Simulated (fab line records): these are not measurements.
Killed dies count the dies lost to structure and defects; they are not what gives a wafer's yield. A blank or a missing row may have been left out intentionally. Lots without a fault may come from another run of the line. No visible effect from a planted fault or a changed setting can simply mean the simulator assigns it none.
The tool behind it: which one?	flow n5 finfet	8 lots, 24 wafers sampled, at 7 steps of a route of 1938

## WHAT THE GAUGES SHOWED, per wafer
N5_BEOL_M6_OCD_MEAS_38. Usual: trench depth nm at 94.2 nm, with a standard deviation of 1.7.
lot	measured	on	trench depth nm (nm)	flag
L106	day 10 14:53	ocd-01	95.7 94.2 96.3	
L109	day 11 23:03	ocd-01	103.0 91.7 93.6	
L118	day 16 03:32	ocd-02	94.1 96.1 96.3	
L119	day 16 15:55	ocd-02	93.6 94.4 93.3	
L126	day 17 03:36	ocd-02	96.0 97.5 93.1	
L128	day 17 05:23	ocd-01	96.6 95.8 96.5	
L123	day 17 20:43	ocd-02	96.1 94.0 93.9	
L127	day 18 13:16	ocd-01	95.1 92.5 95.3	

N5_BEOL_M6_THK_MEAS_53: measures by xrf. Usual: M6_THK gives 78.9 nm (standard deviation 1.9).
lot	measured	on	M6_THK (nm)	flag
L106	day 10 17:37	film metro-02	79.9 78.5 82.6	
L109	day 12 02:19	film metro-02	86.9 74.7 77.8	
L118	day 16 07:34	film metro-01	79.6 82.2 81.6	
L119	day 16 19:49	film metro-01	78.7 80.2 78.7	
L126	day 17 06:44	film metro-02	78.7 78.8 74.7	
L128	day 17 07:32	film metro-01	80.3 79.6 80.8	
L123	day 18 01:26	film metro-01	79.5 78.2 78.2	
L127	day 18 17:12	film metro-02	80.1 77.9 78.5	

N5_BEOL_M6_RS_MEAS_57: a four-point-probe measurement. Usual: M6_RS gives 0.287 ohm/sq (standard deviation 0.0081).
lot	measured	on	M6_RS (ohm/sq)	flag
L106	day 10 17:45	film metro-02	0.282 0.288 0.271	
L109	day 12 02:27	film metro-02	0.257 0.306 0.293	
L118	day 16 07:41	film metro-01	0.286 0.273 0.275	
L119	day 16 19:57	film metro-02	0.291 0.284 0.291	
L126	day 17 06:52	film metro-02	0.284 0.282 0.301	
L128	day 17 07:40	film metro-02	0.279 0.283 0.277	
L123	day 18 01:34	film metro-01	0.283 0.288 0.289	
L127	day 18 17:20	film metro-01	0.283 0.293 0.290	

## EACH LOT AND THE TOOL THAT RAN IT (in order: tool; ch and the chambers of the sampled wafers; start)
lot	N5_BEOL_M6_ETCH_66	N5_BEOL_M6_STRIP_36	N5_BEOL_M6_TRENCH_ETCH_37	N5_BEOL_M6_CURE_75
L106	rie diel-04 ch 0,1,3, day 10 14:32	rie diel-04 ch 0,1,3, day 10 14:41	rie diel-04 ch 0,1,3, day 10 14:43	uv cure-02 ch 2, day 10 15:28
L109	rie diel-04 ch 0,1,2, day 11 22:41	rie diel-04 ch 0,1,2, day 11 22:51	rie diel-04 ch 0,1,2, day 11 22:53	uv cure-01 ch 2, day 11 23:23
L118	rie diel-04 ch 0,1,2, day 16 03:11	rie diel-04 ch 0,1,2, day 16 03:20	rie diel-04 ch 0,1,2, day 16 03:22	uv cure-02 ch 2, day 16 03:46
L119	rie diel-05 ch 0,1, day 16 15:34	rie diel-05 ch 0,1, day 16 15:43	rie diel-05 ch 0,1, day 16 15:46	uv cure-01 ch 2, day 16 16:13
L126	rie diel-04 ch 0,1,2, day 17 03:17	rie diel-04 ch 0,1,2, day 17 03:26	rie diel-04 ch 0,1,2, day 17 03:28	uv cure-03 ch 1, day 17 03:56
L128	rie diel-04 ch 0,2, day 17 05:02	rie diel-04 ch 0,2, day 17 05:11	rie diel-04 ch 0,2, day 17 05:14	uv cure-02 ch 0, day 17 05:41
L123	rie diel-04 ch 1,3, day 17 20:22	rie diel-04 ch 1,3, day 17 20:31	rie diel-04 ch 1,3, day 17 20:34	uv cure-03 ch 1, day 17 20:55
L127	rie diel-04 ch 1,2, day 18 12:55	rie diel-04 ch 1,2, day 18 13:04	rie diel-04 ch 1,2, day 18 13:06	uv cure-03 ch 2, day 18 13:34
- N5_BEOL_M6_ETCH_66: etches SOC in N2/H2, target depth 80 nm, overetch 16 nm, time 120 s.
- N5_BEOL_M6_STRIP_36: strips in N2/H2.
- N5_BEOL_M6_TRENCH_ETCH_37: etches SiCOH lowk in C4F6/O2, target depth 94.435 nm, time 31.5 s.
- N5_BEOL_M6_CURE_75: cures SiCOH lowk, time 120 s.

## WHAT THE TOOLS THEMSELVES READ (means of the sampled wafers that have a number; where no wafer has one, the mark that the record gives instead)
N5_BEOL_M6_ETCH_66. Usual: drypump motor current A 5.6 A, standard deviation 0.4; oes product au 0.63 a.u., standard deviation 0.068; rf fwd power W 835.5 W, standard deviation 2.5; rf vpp V 524.6 V, standard deviation 2.8; showerhead plenum p Torr 2.57 Torr, standard deviation 0.099; throttle valve pct 17.84 %, standard deviation 0.2.
lot	tool	drypump motor current A (A)	oes product au (a.u.)	rf fwd power W (W)	rf vpp V (V)	showerhead plenum p Torr (Torr)	throttle valve pct (%)	flag
L106	rie diel-04	5.6	0.71	836.7	525.2	2.60	17.79	
L109	rie diel-04	5.6	0.62	836.4	524.9	2.56	17.86	
L118	rie diel-04	5.6	0.66	833.1	524.1	2.55	17.75	
L119	rie diel-05	6.0	0.64	835.4	525.5	2.63	17.89	
L126	rie diel-04	5.6	0.65	837.4	523.7	2.54	17.76	
L128	rie diel-04	5.5	0.67	835.8	524.7	2.55	17.56	
L123	rie diel-04	5.4	0.63	836.1	522.7	2.49	17.97	
L127	rie diel-04	5.3	0.65	834.2	521.3	2.47	17.68	

N5_BEOL_M6_STRIP_36. Usual: drypump motor current A 5.6 A, standard deviation 0.4; oes product au 0.83 a.u., standard deviation 0.096; rf vpp V 59.1 V, standard deviation 1.5; showerhead plenum p Torr 2.57 Torr, standard deviation 0.099; throttle valve pct 23.69 %, standard deviation 0.24.
lot	tool	drypump motor current A (A)	oes product au (a.u.)	rf vpp V (V)	showerhead plenum p Torr (Torr)	throttle valve pct (%)	flag
L106	rie diel-04	5.6	0.93	58.0	2.59	23.73	
L109	rie diel-04	5.6	0.82	58.7	2.56	23.65	
L118	rie diel-04	5.6	0.86	60.2	2.54	23.56	
L119	rie diel-05	6.0	0.83	60.0	2.62	23.87	
L126	rie diel-04	5.6	0.86	60.6	2.54	23.58	
L128	rie diel-04	5.5	0.89	60.1	2.55	23.34	
L123	rie diel-04	5.4	0.83	59.1	2.49	23.90	
L127	rie diel-04	5.3	0.86	59.8	2.46	23.43	

N5_BEOL_M6_TRENCH_ETCH_37. Usual: drypump motor current A 5.6 A, standard deviation 0.4; oes_ar_750_au 0.83 a.u., standard deviation 0.09; oes_f_703_au 0.83 a.u., standard deviation 0.089; oes_o_777_au 0.83 a.u., standard deviation 0.09; oes product au 0.83 a.u., standard deviation 0.097; rf fwd power W 340.5 W, standard deviation 1.7; rf vpp V 666 V, standard deviation 6.5; showerhead plenum p Torr 2.88 Torr, standard deviation 0.1; throttle valve pct 20.92 %, standard deviation 0.17.
lot	tool	drypump motor current A (A)	oes_ar_750_au (a.u.)	oes_f_703_au (a.u.)	oes_o_777_au (a.u.)	oes product au (a.u.)	rf fwd power W (W)	rf vpp V (V)	showerhead plenum p Torr (Torr)	throttle valve pct (%)	flag
L106	rie diel-04	5.6	0.93	0.93	0.92	0.94	339.7	668	2.90	20.84	
L109	rie diel-04	5.6	0.85	0.89	0.88	0.82	367.0	642	2.86	20.98	OFF
L118	rie diel-04	5.6	0.86	0.86	0.86	0.87	339.6	665	2.85	20.88	
L119	rie diel-05	6.0	0.84	0.83	0.83	0.84	339.7	676	2.92	20.86	
L126	rie diel-04	5.6	0.85	0.86	0.85	0.86	339.4	665	2.84	20.90	
L128	rie diel-04	5.5	0.88	0.88	0.89	0.89	339.5	663	2.86	20.75	
L123	rie diel-04	5.4	0.82	0.82	0.83	0.83	340.6	665	2.79	21.04	
L127	rie diel-04	5.3	0.85	0.85	0.84	0.85	340.7	660	2.77	20.88	

N5_BEOL_M6_CURE_75. Usual: lamp power pct 52.32 %, standard deviation 0.053; wafer_temp_C_max 371.6, standard deviation 0.51.
lot	tool	lamp power pct (%)	wafer_temp_C_max	flag
L106	uv cure-02	52.27	370.8	
L109	uv cure-01	52.32	371.9	
L118	uv cure-02	52.33	371.3	
L119	uv cure-01	52.35	372.6	
L126	uv cure-03	52.30	371.9	
L128	uv cure-02	52.32	370.9	
L123	uv cure-03	52.32	371.7	
L127	uv cure-03	52.30	371.5	

## THE ANSWER, worked out from the rows above alone
Rule: lot off if the mean of its wafers having a number is beyond 3 standard deviations from the usual mean. Also off: a lot with no number at a reading for which 4 or more lots have one. The other lots that the step has rows for count as sound. First the gauges in route order, then the tools' own readings, where a lot's mean is used as printed above. At the first step where some lot is off, the reading lying furthest off is the one used; lots without a number count as furthest.
Off: L109 (N5_BEOL_M6_TRENCH_ETCH_37, rf fwd power W).
If a tool, at that step or one of the process steps before it, ran each lot that is off and ran no sound lot following the first of them, it fits. None of those tried fits.

## WHAT THE SIMULATOR HAD PUT IN
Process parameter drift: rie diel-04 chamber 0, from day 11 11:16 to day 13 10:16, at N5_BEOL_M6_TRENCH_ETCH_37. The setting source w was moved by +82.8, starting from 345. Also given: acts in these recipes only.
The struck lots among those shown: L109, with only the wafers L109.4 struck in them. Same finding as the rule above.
